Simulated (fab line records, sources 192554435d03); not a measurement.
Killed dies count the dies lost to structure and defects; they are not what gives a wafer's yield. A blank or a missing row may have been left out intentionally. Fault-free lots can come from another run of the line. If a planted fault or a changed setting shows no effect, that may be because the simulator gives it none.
The same fault as seen by 2 desks | flow n5-finfet | what lay behind the numbers comes last; until then each desk has only its own

METROLOGY DESK
Lot by lot, what the gauges showed, no matter which tool ran the lot: averages of those sampled wafers that carry a number. The brackets show how far a lot's mean lies from the usual mean; more than 4 standard deviations puts the lot out of limits, marked OUT.
Columns: A = cd-nm at N5_FIN_SAQP_CD_MEAS_27, usual 20.31 nm
lot  | first seen here | A
L404 | day 2 00:56     | 20.05
L405 | day 2 07:01     | 20.30
L408 | day 3 02:38     | 20.29
L409 | day 3 05:45     | 20.29
L424 | day 7 15:04     | 20.37
L425 | day 7 17:15     | 20.17
This desk found nothing out of limits on any of the 6 lots.

AT THE TOOL OWNER'S DESK: litho-track-04
The tool's own readings at N5_FIN_SAQP_COAT_68 (time 60 s, resist thk 100 nm): means of the sampled wafers that have a number, for each lot that ran on this tool. The brackets show how far a lot's mean lies from the usual mean; more than 4 standard deviations puts the lot out of limits, marked OUT.
Columns: A = spin-speed-rpm at N5_FIN_SAQP_COAT_68, usual 1499.9 rpm
lot  | first seen here | A
L408 | day 3 03:18     | 1500.2
L424 | day 7 15:46     | 1211.7 (-99 or more) OUT
L425 | day 7 17:54     | 1213.8 (-99 or more) OUT
Finding of this desk: L424, L425 out of limits; the first was L424 at day 7 15:46, on spin-speed-rpm at N5_FIN_SAQP_COAT_68. L408: within limits.

ALL TOGETHER
An alarm could have come from the tool owner's desk at day 7 15:46, on L424, L425.
Nothing out of limits was seen by the metrology desk.
The metrology desk has L424, L425 on record, within its limits.
Every lot named ran N5_FIN_SAQP_COAT_68 on litho-track-04.

WHAT WAS PUT IN BY THE SIMULATOR
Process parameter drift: litho-track-04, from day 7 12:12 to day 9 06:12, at N5_FIN_SAQP_COAT_68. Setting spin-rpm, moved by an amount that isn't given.
Lots struck among those shown: L424, L425.
Each desk's first reading out of limits, in hours after the fault started: the tool owner's desk, 4.
